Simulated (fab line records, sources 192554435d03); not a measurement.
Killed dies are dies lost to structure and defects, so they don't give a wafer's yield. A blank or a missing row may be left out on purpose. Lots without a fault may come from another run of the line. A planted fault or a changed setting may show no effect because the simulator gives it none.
A struck lot beside a sound one | flow n5_finfet | 37 steps out of a route of 1938
Sound: wafers L687.1, L687.2, L687.6. Struck: wafer L691.3. (L691.2 of the same lot was not struck and is left out.) The cause comes at the end.
At each step with rows: each side's tool, then ch and its chambers, then its first start. Under that, the readings that differ: sound wafers | struck wafers | difference of the means | sigmas: that difference in standard deviations of wafers without a fault.
alike: readings whose means differ by less than 2 such deviations, and words and numbers that are the same on both sides. not compared: withheld readings, readings that some wafer has no value for, bounds like >300 that may hide the same value, and numbers for which the record gives no deviation and whose values overlap.
The two part at a step that has a row with sigmas, a row that says differs or no value, or rows on one side only. Numbers that don't overlap but have no deviation are shown without sigmas and don't part them. A reading that every wafer of one side lacks parts them only if that side has two wafers or more.

first, 9 steps without rows for these wafers: N5_BEOL_M4_ANNEAL_95 (time 240 s); N5_BEOL_M4_SPUTTER_96 (material Cu, target thk 4.5 nm, time 8.29 s); N5_BEOL_M4_ECD_50 (material Cu, target thk 300 nm); N5_BEOL_M4_ANNEAL_51 (time 90 s); N5_BEOL_M4_CMP_52 (polishes, stops on SiOC, t overpolish 6.8 s, target thk 40 nm); N5_BEOL_M4_PRE_CLEAN_60 (time 15 s); N5_BEOL_M4_CO_CAP_55 (material Co, precursor CCTBA/H2, target thk 2 nm, time 102.1 s); N5_BEOL_M4_PRE_CLEAN_56 (time 15 s); N5_BEOL_M4_DEP_57 (deposits SiCN from 3MS/NH3, target thk 8 nm, time 14 s).
N5_BEOL_M4_RC_MEAS_101:
  sound on prober-01 ch 0, day 8 19:01; struck on prober-01 ch 0, day 10 06:20
  reading       | sound          | struck | difference | sigmas
  ION_N (uA/um) | 685 680 681    | 650    | -32        | -2
  ION_P (uA/um) | 459 455 463    | 440    | -19        | -2
  SS_P (mV/dec) | 74.5 74.0 73.8 | 71.8   | -2.3       | -3
  VT_N (mV)     | 242 247 246    | 255    | +10        | +2
  alike: DIBL_N, DIBL_P, IOFF_N, IOFF_P, SS_N, VT_P
then, 24 steps without rows for these wafers: N5_BEOL_M5_ILD_DEP_00 (deposits SiCOH lowk from DEMS/porogen, target thk 140.64 nm, time 25.9 s); N5_BEOL_M5_CURE_79 (cures SiCOH lowk, time 240 s); N5_BEOL_M5_PECVD_70 (deposits SiO2 from TEOS/O2, target thk 16 nm, time 18 s); N5_BEOL_M5_HM_DEP_02 (deposits TiN, target thk 20 nm); N5_BEOL_M5_COAT_59 (time 60 s, resist thk 60 nm); N5_BEOL_M5_COAT_60 (time 60 s, resist thk 12 nm); N5_BEOL_M5_COAT_71 (time 60 s, resist thk 5 nm); N5_BEOL_M5_COAT_05 (resist thk 30 nm); N5_BEOL_M5_EBR_07; N5_BEOL_M5_SOFTBAKE_06 (time 60 s); N5_BEOL_M5_EXPOSE_08 (exposes mask M5, target cd 28 nm); N5_BEOL_M5_PEB_09 (peb time 60 s); N5_BEOL_M5_DEVELOP_10 (develop time 30 s); N5_BEOL_M5_DESCUM_16 (chemistry O2, time 7 s); N5_BEOL_M5_ETCH_72 (etches underlayer in N2/H2, target depth 6.5 nm, time 5.2 s); N5_BEOL_M5_ETCH_61 (etches SiARC in CF4, target depth 15.6 nm, time 26 s); N5_BEOL_M5_ETCH_62 (etches SOC in N2/H2, target depth 75 nm, overetch 15 nm, time 112.5 s); N5_BEOL_M5_STRIP_63 (strips in N2/H2); N5_BEOL_M5_STRIP_73 (strips in N2/H2); N5_BEOL_M5_STRIP_64 (strips in CF4); N5_BEOL_M5_HM_OPEN_17 (chemistry Cl2/BCl3, target TiN, target depth 20 nm, overetch 6 nm); N5_BEOL_M5_STRIP_19 (strips in O2); N5_BEOL_M5_COAT_65 (time 60 s, resist thk 60 nm); N5_BEOL_M5_COAT_66 (time 60 s, resist thk 12 nm).
-- the record jumps here: 4 days lie between the struck wafers' starts before and after (it left off in module BEOL_M5 and takes up again in module BEOL_M14, whose first step shown is number 1764 of the route) --
N5_BEOL_M14_SPUTTER_45: material Cu, target thk 100 nm, time 16.67 s.
  sound on pvd_sputter-02, day 12 04:17; struck on pvd_sputter-02, day 13 20:00
  alike: throttle_valve_pct
N5_BEOL_M15_RC_MEAS_101:
  sound on prober-02 ch 0, day 12 13:17; struck on prober-01 ch 0, day 14 02:34
  reading                   | sound                   | struck  | difference | sigmas
  COMB_M12 (S/m)            | 6.1e-12 4.9e-12 4.2e-12 | 9.9e-12 | +4.8e-12   | +4
  COMB_M15 (S/m)            | 1.3e-12 1.5e-12 2.4e-12 | 3.7e-12 | +2.0e-12   | +2
  COMB_M7 (S/m)             | 2.2e-11 2.6e-11 2.8e-11 | 3.8e-11 | +1.3e-11   | +2
  SERP_M5 (ohm/um)          | 45.0 38.9 40.2          | 34.5    | -6.9       | -3
  SERP_M5_max_site (ohm/um) | 46.9 40.5 40.9          | 35.2    | -7.6       | -3
  alike: COMB_M10, COMB_M10_max_site, COMB_M11, COMB_M13, COMB_M14, COMB_M5, COMB_M6, COMB_M8, COMB_M9, COMB_M9_max_site, SERP_M10, SERP_M10_max_site, SERP_M11, SERP_M12, SERP_M13, SERP_M13_max_site, SERP_M14, SERP_M6, SERP_M6_max_site, SERP_M7, SERP_M8, SERP_M9, SERP_M9_max_site
  not compared: SERP_M14_max_site
N5_PASSIVATION_PROBE_49:
  sound on prober-02, day 13 02:20; struck on prober-02, day 14 20:47
  reading                  | sound          | struck | difference | sigmas
  defect_limited_yield (%) | 92.7 94.0 94.0 | 71.8   | -21.8      | -16
  killed_at_M4_up          | 12 12 4        | 241    | +232       | +50
  killed_dies              | 86 71 71       | 333    | +257       | +16
  killed_on_rim            | 10 10 13       | 50     | +39        | +9
  sort_bin_5_function (%)  | 4.1 3.6 3.6    | 17.2   | +13.4      | +15
  sort_bin_6_memory (%)    | 3.0 2.2 2.4    | 10.8   | +8.3       | +14
  sort_n_pass              | 1094 1109 1109 | 847    | -257       | -16
  sort_yield_pct (%)       | 92.7 94.0 94.0 | 71.8   | -21.8      | -16
  alike: killed_at_M0_to_M3, killed_at_contacts, killed_at_front_end, killed_at_other, killed_open, killed_short, sort_bin_4_leakage

WHERE THEY PART
First at N5_BEOL_M4_RC_MEAS_101; last, within this record, at N5_PASSIVATION_PROBE_49.

WHY: what the simulator had put in
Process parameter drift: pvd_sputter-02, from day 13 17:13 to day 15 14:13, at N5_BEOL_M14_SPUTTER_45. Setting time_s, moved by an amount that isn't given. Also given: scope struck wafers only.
